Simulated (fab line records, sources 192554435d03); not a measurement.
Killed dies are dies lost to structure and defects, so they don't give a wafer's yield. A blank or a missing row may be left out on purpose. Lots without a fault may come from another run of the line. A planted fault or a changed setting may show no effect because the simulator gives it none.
fab line records | flow n5_finfet
record lots=5 wafers=15 last_day=18
route steps=1938 shown BEOL_M1@758 BEOL_M4@1111 PASSIVATION@1936
lots that met no fault: from a run of the same line without faults
start_h: hours from the record's first day to the start of the lot's first wafer shown | wait_h: hours since the lot's step before | " the same as in the row above | L1.1+2: a row that stands for several wafers | - no value, or no start given | * or withheld: withheld | < > ~ a bound
route shown NAME@n: a module of which the file shows steps, and the number in the route of the first | usual: mean/standard deviation of fault-free wafers | same: alike in all rows | chamber/n: place in a boat | sites: the reading at each site | _std_site: their standard deviation | _edge_site: outer sites' mean less inner sites' | radius_mm: how far each site lies from the wafer's centre | mask NAME#n: copy n | behind: the tool/chamber that last shaped the wafer | hold: why the lot was held/for how many hours/how that ended | device: the transistor (n, p or np) that didn't switch | end of line: the same wafers' tests at the end of the route | a step without rows: its recipe alone | killed: dies lost to structure and defects at the first sort, not the wafer's yield | map: a wafer's dies, x killed, . not, _ none there
set.NAME: the setting as run; set.NAME@STEP: as run at that earlier step | model.NAME: the simulator's own value behind a step, which no gauge read
lots at some steps of the route; a table a step, a row a wafer
services: from which hour (start_h, from the record's first day; less than 0 if before it) a tool's chamber was out of use, for how many hours, and why
## steps
# step N5_BEOL_M1_COAT_05
# recipe resist=CAR-EUV spin_rpm=1500 resist_thk_nm=30
# step N5_BEOL_M1_EBR_07
# recipe solvent=PGMEA ebr_width_mm=1.5
# step N5_BEOL_M1_SOFTBAKE_06
# recipe temp_c=110 time_s=60 resist=CAR-EUV
# step N5_BEOL_M1_EXPOSE_08
# recipe mask_id=M1 na=0.33 source_shape=dipole sigma_inner=0.369 sigma_outer=0.767 polarization=unpolarized dose_mj=33
# step N5_BEOL_M1_PEB_09
# recipe peb_temp_c=100 peb_time_s=60 resist=CAR-EUV
# step N5_BEOL_M1_DEVELOP_10
# recipe develop_time_s=30 developer=TMAH resist=CAR-EUV rinse_liquid=surfactant_rinse dry=air_spin dev_temp_c=23
# step N5_BEOL_M1_CD_MEAS_11
# recipe target_cd_nm=17.05 landing_energy_ev=500 detector=se_inlens polarity=opening
# usual cd_nm=17.05/0.24
# columns lot.wafer tool chamber start_h wait_h cd_nm
L296.2 cd_sem-03 0 120.04 - 17.22
L296.3 " 0 " " 16.95
L296.6 " 0 " " 16.79
L305.4 cd_sem-01 0 179.43 - 16.87
L305.5 " 0 " " 17.17
L305.6 " 0 " " 17.02
L312.2 cd_sem-03 0 220.34 - 16.83
L312.5 " 0 " " 17.50
L312.6 " 0 " " 17.12
L316.2 cd_sem-02 0 240.02 - 17.25
L316.3 " 0 " " 16.60
L316.4 " 0 " " 17.10
L319.2 cd_sem-02 0 269.96 - 16.77
L319.4 " 0 " " 17.09
L319.6 " 0 " " 16.71
# step N5_BEOL_M1_OVL_MEAS_12
# recipe points_per_wafer=522
# usual M1_OVL=0.1/0.67
# columns lot.wafer tool chamber start_h wait_h M1_OVL[nm]
L296.2 overlay-02 0 120.08 0.0 0.5
L296.3 " 0 " " -0.7
L296.6 " 0 " " 0.0
L305.4 overlay-01 0 179.48 0.0 1.3
L305.5 " 0 " " 0.4
L305.6 " 0 " " 0.6
L312.2 overlay-02 0 220.37 0.0 0.1
L312.5 " 0 " " 0.1
L312.6 " 0 " " -0.2
L316.2 overlay-01 0 240.05 0.0 0.0
L316.3 " 0 " " -0.3
L316.4 " 0 " " -0.1
L319.2 overlay-02 0 269.99 0.0 0.4
L319.4 " 0 " " 0.4
L319.6 " 0 " " 0.4
# step N5_BEOL_M1_INSPECT_13
# recipe mode=adi inspect_instrument=brightfield
# usual raw_defect_count=381/73
# columns lot.wafer tool chamber start_h wait_h raw_defect_count
L296.2 defect_inspect-02 - 120.13 0.0 339
L296.3 " - " " 312
L296.6 " - " " 466
L305.4 defect_inspect-01 - 179.52 0.0 389
L305.5 " - " " 246
L305.6 " - " " 342
L312.2 defect_inspect-02 - 220.43 0.0 522
L312.5 " - " " 374
L312.6 " - " " 436
L316.2 defect_inspect-01 - 240.11 0.0 300
L316.3 " - " " 401
L316.4 " - " " 362
L319.2 defect_inspect-02 - 270.04 0.0 439
L319.4 " - " " 458
L319.6 " - " " 358
# step N5_BEOL_M1_DESCUM_16
# recipe chemistry=O2 time_s=7 source_power_w=50 bias_power_w=20 pressure_mtorr=20 rf_frequency_hz=2.712e+07 temp_c=40 resist=CAR-EUV o2_flow_sccm=225
# usual drypump_motor_current_A=5.8/0.4 oes_product_au=0.76/0.082 rf_vpp_V=242.7/1.4 showerhead_plenum_p_Torr=2.06/0.065 throttle_valve_pct=20.41/0.25
# columns lot.wafer tool chamber start_h wait_h drypump_motor_current_A oes_product_au rf_hours_counter_h rf_vpp_V showerhead_plenum_p_Torr throttle_valve_pct
L296.2 rie_diel-03 3 120.44 0.3 6.2 0.81 88 242.2 2.03 20.41
L296.3 " 1 " " 4.7 0.67 237 244.3 2.15 20.48
L296.6 " 1 " " 4.7 0.67 - 244.7 2.14 20.49
L305.4 rie_diel-03 2 179.57 0.0 6.2 0.73 - 240.2 2.00 20.36
L305.5 " 0 " " 6.1 0.76 - 242.4 2.00 20.59
L305.6 " 3 " " 6.2 0.79 - 243.1 2.02 20.42
L312.2 rie_diel-04 1 220.46 0.0 6.1 0.74 171 243.9 2.17 20.31
L312.5 " 3 " " 5.8 0.71 - 242.8 2.07 20.64
L312.6 " 0 " " 5.6 0.68 - 242.6 2.07 20.74
L316.2 rie_diel-02 1 240.14 0.0 5.7 0.76 155 241.1 1.92 19.97
L316.3 " 2 " " 5.2 0.92 18 242.8 2.06 19.99
L316.4 " 3 " " 6.2 0.93 15 243.2 2.13 19.84
L319.2 rie_diel-04 3 270.08 0.0 5.8 0.71 239 243.2 2.06 20.67
L319.4 " 1 " " 6.1 0.73 188 244.1 2.17 20.33
L319.6 " 3 " " 5.8 0.71 - 243.0 2.06 20.65
# step N5_BEOL_M1_ETCH_74
# recipe chemistry=N2/H2 target=underlayer target_depth_a=65 mask_material=CAR-EUV time_s=5.2 ion_energy_ev=200 pressure_mtorr=30 source_w=840 bias_w=150 n2_flow_sccm=200 h2_flow_sccm=200 ends=cleared
# usual drypump_motor_current_A=5.8/0.4 etch_rf_on_time_s=5.22/0.084 oes_product_au=0.65/0.07 rf_vpp_V=522.9/2.5 showerhead_plenum_p_Torr=2.51/0.081 throttle_valve_pct=17.86/0.23
# columns lot.wafer tool chamber start_h wait_h drypump_motor_current_A etch_rf_on_time_s oes_product_au rf_hours_counter_h rf_vpp_V showerhead_plenum_p_Torr throttle_valve_pct
L296.2 rie_diel-03 3 120.47 0.0 6.2 5.21 0.69 88 522.1 2.46 17.83
L296.3 " 1 " " 4.7 5.17 0.59 237 526.7 2.60 17.92
L296.6 " 1 " " 4.7 5.14 0.57 - 526.2 2.60 17.93
L305.4 rie_diel-03 2 179.60 0.0 6.2 5.25 0.62 - 518.9 2.44 17.95
L305.5 " 0 " " 6.1 5.28 0.64 - 520.6 2.42 17.87
L305.6 " 3 " " 6.2 5.27 0.68 - 522.2 2.46 17.84
L312.2 rie_diel-04 1 220.50 0.0 6.1 5.28 0.64 171 525.5 2.65 17.81
L312.5 " 3 " " 5.8 5.28 0.61 - 521.7 2.51 18.11
L312.6 " 0 " " 5.6 5.34 0.59 - 521.8 2.51 18.17
L316.2 rie_diel-02 1 240.17 0.0 5.7 5.07 0.64 155 518.8 2.34 17.43
L316.3 " 2 " " 5.2 5.10 0.79 18 522.6 2.48 17.27
L316.4 " 3 " " 6.3 5.21 0.78 15 526.1 2.60 17.40
L319.2 rie_diel-04 3 270.11 0.0 5.8 5.22 0.60 239 522.3 2.50 18.12
L319.4 " 1 " " 6.1 5.32 0.63 188 528.7 2.64 17.85
L319.6 " 3 " " 5.8 5.25 0.60 - 521.5 2.50 18.11
# step N5_BEOL_M1_ETCH_63
# recipe chemistry=CF4 target=SiARC target_depth_a=156 mask_material=CAR-EUV time_s=26 ion_energy_ev=80 pressure_mtorr=40 source_w=545 bias_w=36 Ar_flow_sccm=100 cf4_flow_sccm=100 ends=cleared
# usual drypump_motor_current_A=5.8/0.4 etch_rf_on_time_s=26.0/0.4 oes_product_au=0.65/0.071 rf_vpp_V=183.7/1.1 showerhead_plenum_p_Torr=2.12/0.064 throttle_valve_pct=15.63/0.24
# columns lot.wafer tool chamber start_h wait_h drypump_motor_current_A etch_rf_on_time_s oes_product_au rf_hours_counter_h rf_vpp_V showerhead_plenum_p_Torr throttle_valve_pct
L296.2 rie_diel-03 3 120.49 0.0 6.2 25.9 0.70 88 184.4 2.08 15.55
L296.3 " 1 " " 4.7 25.7 0.59 237 183.2 2.20 15.75
L296.6 " 1 " " 4.8 25.7 0.59 - 182.8 2.20 15.76
L305.4 rie_diel-03 2 179.62 0.0 6.2 26.3 0.62 - 182.7 2.06 15.61
L305.5 " 0 " " 6.1 26.1 0.65 - 183.1 2.05 15.74
L305.6 " 3 " " 6.2 26.1 0.69 - 184.4 2.07 15.56
L312.2 rie_diel-04 1 220.51 0.0 6.1 26.3 0.63 171 187.1 2.22 15.57
L312.5 " 3 " " 5.8 26.0 0.61 - 183.3 2.11 15.85
L312.6 " 0 " " 5.6 26.4 0.59 - 183.8 2.12 15.96
L316.2 rie_diel-02 1 240.19 0.0 5.7 25.7 0.64 155 181.7 1.98 15.24
L316.3 " 2 " " 5.1 25.4 0.79 18 183.6 2.10 15.10
L316.4 " 3 " " 6.3 25.9 0.78 15 185.0 2.19 15.07
L319.2 rie_diel-04 3 270.13 0.0 5.8 26.0 0.60 239 183.1 2.11 15.90
L319.4 " 1 " " 6.1 26.3 0.62 188 184.9 2.21 15.59
L319.6 " 3 " " 5.8 26.1 0.60 - 183.4 2.11 15.89
# step N5_BEOL_M1_ETCH_64
# recipe chemistry=N2/H2 target=SOC target_depth_a=750 overetch_a=150 mask_material=SiARC temp_c=40 time_s=112.5 ion_energy_ev=200 pressure_mtorr=30 source_w=840 bias_w=150 n2_flow_sccm=200 h2_flow_sccm=200
# usual drypump_motor_current_A=5.8/0.4 oes_product_au=0.60/0.062 rf_vpp_V=523.0/2.4 showerhead_plenum_p_Torr=2.51/0.081 throttle_valve_pct=17.82/0.23
# columns lot.wafer tool chamber start_h wait_h drypump_motor_current_A oes_product_au rf_hours_counter_h rf_vpp_V showerhead_plenum_p_Torr throttle_valve_pct model.SiARC_of_BEOL_M1_COAT_62.thk_nm model.BEOL_M1.cd_offset_nm
L296.2 rie_diel-03 3 120.52 0.0 6.2 0.65 88 520.5 2.46 17.77 6.8 0
L296.3 " 1 " " 4.7 0.54 237 524.8 2.60 17.87 6.8 0
L296.6 " 1 " " 4.7 0.53 - 525.6 2.60 17.86 6.8 0
L305.4 rie_diel-03 2 179.69 0.1 6.2 0.57 - 520.6 2.44 17.91 7 0
L305.5 " 0 " " 6.1 0.60 - 520.0 2.42 17.82 8.4 -0.8
L305.6 " 3 " " 6.2 0.63 - 521.8 2.46 17.80 7 -0.4
L312.2 rie_diel-04 1 220.54 0.0 6.1 0.59 171 526.1 2.65 17.77 6.8 -0.2
L312.5 " 3 " " 5.8 0.57 - 524.0 2.51 18.07 7 0
L312.6 " 0 " " 5.6 0.55 - 523.1 2.51 18.12 7 -0.2
L316.2 rie_diel-02 1 240.22 0.0 5.7 0.59 155 518.2 2.34 17.40 6.8 0
L316.3 " 2 " " 5.2 0.71 18 521.3 2.48 17.22 6.6 0.2
L316.4 " 3 " " 6.3 0.72 15 526.1 2.60 17.38 6.8 0
L319.2 rie_diel-04 3 270.16 0.0 5.8 0.56 239 522.6 2.50 18.08 6.8 0
L319.4 " 1 " " 6.1 0.58 188 525.0 2.64 17.79 6.8 0
L319.6 " 3 " " 5.8 0.57 - 523.2 2.50 18.08 6.8 -0.2
# step N5_BEOL_M1_STRIP_65
# recipe chemistry=N2/H2 temp_c=40 n2_flow_sccm=200 h2_flow_sccm=200 rf_frequency_hz=6e+07
# step N5_BEOL_M1_STRIP_75
# recipe chemistry=N2/H2 temp_c=40 n2_flow_sccm=200 h2_flow_sccm=200 rf_frequency_hz=6e+07
# step N5_BEOL_M1_STRIP_66
# recipe chemistry=CF4 resist=SiARC power_w=300 bias_power_w=75 pressure_mtorr=50 cf4_flow_sccm=150 rf_frequency_hz=6e+07
# usual drypump_motor_current_A=5.8/0.4 oes_product_au=0.75/0.077 rf_vpp_V=270.7/1.4 showerhead_plenum_p_Torr=1.77/0.053 throttle_valve_pct=13.62/0.24
# columns lot.wafer tool chamber start_h wait_h drypump_motor_current_A oes_product_au rf_hours_counter_h rf_vpp_V showerhead_plenum_p_Torr throttle_valve_pct
L296.2 rie_diel-03 3 120.64 0.0 6.2 0.81 88 270.6 1.74 13.51
L296.3 " 1 " " 4.7 0.67 237 272.8 1.84 13.75
L296.6 " 1 " " 4.7 0.66 - 271.9 1.84 13.73
L305.4 rie_diel-03 2 179.77 0.0 6.2 0.73 - 269.3 1.73 13.60
L305.5 " 0 " " 6.1 0.75 - 268.5 1.71 13.72
L305.6 " 3 " " 6.2 0.79 - 270.8 1.74 13.54
L312.2 rie_diel-04 1 220.67 0.0 6.1 0.74 171 272.0 1.86 13.55
L312.5 " 3 " " 5.8 0.70 - 271.6 1.77 13.85
L312.6 " 0 " " 5.6 0.68 - 270.1 1.78 13.98
L316.2 rie_diel-02 1 240.35 0.0 5.7 0.74 155 267.3 1.66 13.28
L316.3 " 2 " " 5.1 0.90 18 268.1 1.76 13.05
L316.4 " 3 " " 6.3 0.90 15 270.3 1.83 13.05
L319.2 rie_diel-04 3 270.28 0.0 5.8 0.70 239 268.3 1.77 13.90
L319.4 " 1 " " 6.1 0.73 188 272.1 1.85 13.57
L319.6 " 3 " " 5.8 0.70 - 271.0 1.77 13.89
# step N5_BEOL_M1_HM_OPEN_17
# recipe chemistry=Cl2/BCl3 target_depth_a=200 overetch_a=60 target=TiN mask_material=SOC ion_energy_ev=150 pressure_mtorr=10 icp_w=1000 bias_w=126 Cl2_flow_sccm=53.25 bcl3_flow_sccm=21.75 Ar_flow_sccm=25
# usual drypump_motor_current_A=5.8/0.34 oes_product_au=0.66/0.096 throttle_valve_pct=22.02/0.12
# columns lot.wafer tool chamber start_h wait_h drypump_motor_current_A oes_product_au rf_hours_counter_h throttle_valve_pct model.BEOL_M1.cd_offset_nm
L296.2 rie_metal-01 1 120.68 0.0 5.3 0.56 102 22.19 0
L296.3 " 0 " " 5.6 0.79 - 22.01 0
L296.6 " 0 " " 5.6 0.79 - 22.00 0.2
L305.4 rie_metal-01 0 179.83 0.1 5.5 0.77 - 21.99 0.2
L305.5 " 0 " " 5.5 0.76 - 22.02 -0.8
L305.6 " 1 " " 5.4 0.55 - 22.17 -0.4
L312.2 rie_metal-01 0 220.71 0.0 5.6 0.75 16 22.04 0
L312.5 " 0 " " 5.5 0.75 - 22.04 0
L312.6 " 1 " " 5.4 0.54 - 22.21 -0.2
L316.2 rie_metal-02 0 240.39 0.0 6.2 0.68 38 22.08 0.2
L316.3 " 1 " " 6.2 0.76 - 21.79 0.2
L316.4 " 0 " " 6.1 0.67 - 22.06 0
L319.2 rie_metal-03 0 270.32 0.0 6.1 0.54 110 21.97 0
L319.4 " 0 " " 6.1 0.54 - 21.96 0
L319.6 " 1 " " 5.8 0.65 - 21.98 -0.2
# step N5_BEOL_M1_STRIP_19
# recipe chemistry=O2 power_w=400 temp_c=40 pressure_mtorr=30 rf_frequency_hz=6e+07 bias_power_w=0 overash_fraction=0.2 o2_flow_sccm=225
# usual drypump_motor_current_A=5.8/0.47 oes_product_au=0.78/0.085 rf_vpp_V=3.6/0.52 showerhead_plenum_p_Torr=2.05/0.064 throttle_valve_pct=16.64/0.23
# same overash_fraction=0.2
# columns lot.wafer tool chamber start_h wait_h drypump_motor_current_A oes_product_au rf_hours_counter_h rf_vpp_V showerhead_plenum_p_Torr throttle_valve_pct
L296.2 rie_diel-03 1 120.80 0.1 4.7 0.67 237 3.4 2.15 16.76
L296.3 " 3 " " 6.2 0.82 88 4.5 2.03 16.63
L296.6 " 0 " " 6.1 0.78 - 3.9 2.01 16.84
L305.4 rie_diel-03 3 179.93 0.1 6.2 0.80 - 3.1 2.03 16.65
L305.5 " 2 " " 6.2 0.73 - 3.1 2.00 16.61
L305.6 " 0 " " 6.1 0.76 - 3.5 2.01 16.87
L312.2 rie_diel-02 2 220.82 0.1 5.2 0.94 12 3.7 2.07 16.22
L312.5 " 2 " " 5.2 0.94 - 4.3 2.07 16.21
L312.6 " 3 " " 6.3 0.94 - 4.2 2.14 16.10
L316.2 rie_diel-03 2 240.57 0.1 6.2 0.71 183 3.5 2.00 16.67
L316.3 " 3 " " 6.2 0.77 123 4.6 2.02 16.69
L316.4 " 1 " " 4.7 0.95 13 2.6 2.14 16.36
L319.2 rie_diel-04 3 270.62 0.3 5.8 0.71 240 2.9 2.07 16.94
L319.4 " 0 " " 5.6 0.68 232 3.5 2.07 17.06
L319.6 " 1 " " 6.1 0.73 - 4.4 2.17 16.62
# step N5_BEOL_M1_CD_MEAS_18
# recipe pitch_nm=36 target_cd_nm=18
# usual cd_nm=17.97/0.27
# columns lot.wafer tool chamber start_h wait_h cd_nm
L296.2 cd_sem-01 - 120.87 0.1 18.20
L296.3 " - " " 18.12
L296.6 " - " " 17.87
L305.4 cd_sem-01 - 179.99 0.0 17.88
L305.5 " - " " 16.80
L305.6 " - " " 17.77
L312.2 cd_sem-01 - 220.89 0.1 17.92
L312.5 " - " " 17.76
L312.6 " - " " 17.72
L316.2 cd_sem-01 - 240.64 0.1 18.05
L316.3 " - " " 18.18
L316.4 " - " " 17.95
L319.2 cd_sem-03 - 270.69 0.1 18.08
L319.4 " - " " 18.11
L319.6 " - " " 17.92
# step N5_BEOL_M1_COAT_67
# recipe resist=SOC temp_c=250 time_s=60 spin_rpm=1500 resist_thk_nm=60
# step N5_BEOL_M4_RC_MEAS_101
# usual DIBL_N=35.7/1.3 DIBL_P=35.4/1.8 IOFF_N=0.152/0.027 IOFF_P=0.20/0.034 ION_N=672/9.8 ION_P=461/7.5 SS_N=71.4/0.55 SS_P=73.1/0.61 VT_N=251/3.3 VT_P=-251/3.6
# columns lot.wafer tool chamber start_h wait_h DIBL_N[mV/V] DIBL_P[mV/V] IOFF_N[nA/um] IOFF_P[nA/um] ION_N[uA/um] ION_P[uA/um] SS_N[mV/dec] SS_P[mV/dec] VT_N[mV] VT_P[mV]
L296.2 prober-02 0 162.89 0.2 34.8 37.0 0.161 0.23 683 471 71.2 73.2 247 -247
L296.3 " 0 " " 36.3 38.8 0.196 0.26 688 473 71.1 73.5 245 -245
L296.6 " 0 " " 35.8 38.0 0.179 0.25 684 472 71.4 73.3 246 -246
L305.4 prober-02 0 219.71 0.8 34.9 33.3 0.118 0.18 669 458 70.9 72.5 255 -251
L305.5 " 0 " " 36.4 35.8 0.147 0.21 677 464 71.2 73.4 253 -249
L305.6 " 0 " " 36.7 35.9 0.145 0.21 673 462 71.8 72.8 249 -249
L312.2 prober-01 0 261.97 0.2 37.5 37.0 0.169 0.22 674 457 71.8 73.7 252 -250
L312.5 " 0 " " 34.6 34.2 0.122 0.18 654 456 70.9 72.1 251 -252
L312.6 " 0 " " 35.6 34.3 0.138 0.19 668 458 71.7 72.8 250 -250
L316.2 prober-02 0 281.75 0.8 36.6 36.9 0.156 0.19 670 456 71.6 73.8 249 -252
L316.3 " 0 " " 35.5 35.8 0.146 0.17 668 451 71.1 72.8 249 -257
L316.4 " 0 " " 33.7 33.4 0.118 0.14 657 449 71.7 72.6 251 -258
L319.2 prober-02 0 318.63 0.2 33.7 33.3 0.112 0.18 669 470 70.2 72.8 255 -250
L319.4 " 0 " " 32.7 31.1 0.097 0.15 661 459 71.1 72.6 258 -252
L319.6 " 0 " " 32.1 30.5 0.093 0.16 651 457 70.2 72.6 257 -253
# step N5_PASSIVATION_PROBE_49
# usual defect_limited_yield=91.5/1.3 killed_at_M0_to_M3=33/11 killed_at_M4_up=14/5.3 killed_at_contacts=11/6.3 killed_at_front_end=38/10 killed_at_other=3.7/2.8 killed_dies=101/16 killed_open=67/12 killed_short=32/7.4 sort_bin_5_function=5.0/0.86 sort_bin_6_memory=3.2/0.69 sort_n_pass=1079/16 sort_yield_pct=91.5/1.3
# same gross_dies=1180 killed_at_back_side=0 sort_bin_4_leakage[%]=0 sort_bin_8_speed[%]=0
# columns lot.wafer tool chamber start_h wait_h defect_limited_yield[%] killed_at_M0_to_M3 killed_at_M4_up killed_at_contacts killed_at_front_end killed_at_other killed_dies killed_open killed_short sort_bin_5_function[%] sort_bin_6_memory[%] sort_n_pass sort_yield_pct[%]
L305.5 prober-02 - 312.33 0.2 91.2 42 13 6 36 7 104 67 32 5.7 2.5 1076 91.2
# killed by level:class
L305.5 BEOL_M3:geometric_particle:open=13 BEOL_M2:geometric_particle:open=8 FIN_SAQP:geometric_particle:open=7 BEOL_M0_SAQP:geometric_particle:short=7 BEOL_M1:geometric_particle:open=7 DUMMY_GATE:geometric_particle:open=6 STI_FIN_REVEAL:geometric_particle:open=6 FIN_SAQP:geometric_particle:short=5
## services
# columns tool chamber start_h hours kind
rie_metal-01 - 114.66 2.8 pm
rie_diel-02 1 128.59 14.5 repair
rie_metal-03 0 129.62 17.6 repair
rie_diel-02 2 143.09 - clean
rie_diel-02 2 143.09 - consumable_replace:focus_ring
rie_diel-02 2 143.09 35.0 scheduled_down
rie_diel-02 2 143.09 35.0 vent_cycle
rie_metal-01 - 146.51 1.7 repair
rie_diel-03 1 170.57 - clean
rie_diel-03 1 170.57 - consumable_replace:focus_ring
rie_diel-03 1 170.57 23.4 scheduled_down
rie_diel-03 1 170.57 23.4 vent_cycle
rie_diel-02 3 178.06 - clean
rie_diel-02 3 178.06 - consumable_replace:focus_ring
rie_diel-02 3 178.06 12.3 scheduled_down
rie_diel-02 3 178.06 12.3 vent_cycle
rie_diel-04 2 185.70 - clean
rie_diel-04 2 185.70 - consumable_replace:focus_ring
rie_diel-04 2 185.70 13.5 scheduled_down
rie_diel-04 2 185.70 13.5 vent_cycle
rie_metal-03 - 220.80 1.4 pm
rie_diel-04 2 250.08 2.5 repair
rie_diel-04 3 257.50 8.1 repair
rie_diel-02 - 270.26 14.6 pm
## key
first_sign step=N5_BEOL_M1_CD_MEAS_18 reading=cd_nm direction=down sigmas=4.3 usual=17.97 struck=16.80
effect none on later readings
model_effect step=N5_BEOL_M1_ETCH_64 value=SiARC_of_BEOL_M1_COAT_62.thk_nm without=6.8 struck=8.4
model_effect step=N5_BEOL_M1_HM_OPEN_17 value=BEOL_M1.cd_offset_nm without=-0.2 struck=-0.8
met_at N5_BEOL_M1_ETCH_64
struck_wafers L305.5
onset_between 120.52 179.69
fault kind=process_parameter_drift tool=rie_diel-03 chamber=- onset_h=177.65 steps=N5_BEOL_M1_ETCH_64 channel=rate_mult offset=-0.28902 shape=step end_h=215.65 scope=struck_wafers_only
